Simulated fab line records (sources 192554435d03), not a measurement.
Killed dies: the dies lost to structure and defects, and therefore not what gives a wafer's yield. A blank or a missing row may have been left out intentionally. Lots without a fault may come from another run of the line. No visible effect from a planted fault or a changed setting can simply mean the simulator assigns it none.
Chamber matching + flow n5-finfet + rie-diel-05 running N5_BEOL_M9_DESCUM_33: 4 sister chambers
The step chemistry O2, time 7 s. 14 wafers are shown with their chamber, then 7 later ones without.

## EACH WAFER AND ITS CHAMBER
| wafer  | chamber | oes-product-au (a.u.) | throttle-valve-pct (%) | showerhead-plenum-p-Torr (Torr) |
|--------|---------|-----------------------|------------------------|---------------------------------|
| L074.3 | 0       | 0.70                  | 20.37                  | 2.16                            |
| L074.4 | 1       | 0.86                  | 20.24                  | 2.13                            |
| L074.5 | 0       | 0.69                  | 20.36                  | 2.16                            |
| L075.1 | 0       | 0.70                  | 20.39                  | 2.16                            |
| L075.2 | 3       | 0.87                  | 19.71                  | 2.13                            |
| L075.3 | 2       | 0.90                  | 20.03                  | 2.12                            |
| L079.3 | 1       | 0.85                  | 20.26                  | 2.13                            |
| L079.4 | 0       | 0.69                  | 20.39                  | 2.16                            |
| L079.5 | 1       | 0.85                  | 20.26                  | 2.13                            |
| L080.2 | 0       | 0.69                  | 20.39                  | 2.16                            |
| L080.4 | 1       | 0.85                  | 20.27                  | 2.13                            |
| L080.6 | 3       | 0.87                  | 19.71                  | 2.12                            |
| L082.2 | 3       | 0.87                  | 19.73                  | 2.12                            |
| L082.3 | 1       | 0.85                  | 20.28                  | 2.12                            |

SIGNATURES (averages over the wafers above)
| reading                  | chamber 0 | chamber 1 | chamber 2 | chamber 3 | scatter within a chamber |
|--------------------------|-----------|-----------|-----------|-----------|--------------------------|
| oes-product-au           | 0.6940    | 0.8520    | 0.9000    | 0.8700    | 0.00447                  |
| throttle-valve-pct       | 20.3800   | 20.2620   | 20.0300   | 19.7167   | 0.014                    |
| showerhead-plenum-p-Torr | 2.1600    | 2.1280    | 2.1200    | 2.1233    | 0.00383                  |
Rule: for a wafer and a chamber, the distance is found by dividing, reading by reading, the gap between the wafer's reading and the chamber's mean by the reading's scatter, squaring, summing and taking the root. If the next closest chamber is less than 2 further off than the closest, the wafer can't be placed; otherwise it belongs to the closest. The scatter is the square root of a quotient: the sum, over the shown wafers, of each reading's squared deviation from its chamber's mean, divided by wafers minus chambers.

## WAFERS WITH NO CHAMBER GIVEN
| wafer  | oes-product-au (a.u.) | throttle-valve-pct (%) | showerhead-plenum-p-Torr (Torr) |
|--------|-----------------------|------------------------|---------------------------------|
| L082.6 | 0.86                  | 19.72                  | 2.12                            |
| L088.1 | 0.83                  | 20.29                  | 2.12                            |
| L088.4 | 0.84                  | 19.73                  | 2.12                            |
| L088.5 | 0.85                  | 19.74                  | 2.12                            |
| L092.2 | 0.82                  | 19.74                  | 2.12                            |
| L092.4 | 0.83                  | 20.30                  | 2.12                            |
| L092.5 | 0.85                  | 20.09                  | 2.11                            |

## EACH ONE'S CHAMBER
| wafer  | from the rows above     | in truth |
|--------|-------------------------|----------|
| L082.6 | 3                       | 3        |
| L088.1 | 1                       | 1        |
| L088.4 | 3                       | 3        |
| L088.5 | 3                       | 3        |
| L092.2 | 3                       | 3        |
| L092.4 | 1                       | 1        |
| L092.5 | can't be placed: 2 or 1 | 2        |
Placed correctly: 6 of 7. From these rows, 1 cannot be placed; in 1 the true chamber is one of the candidates. Placed wrongly: 0.
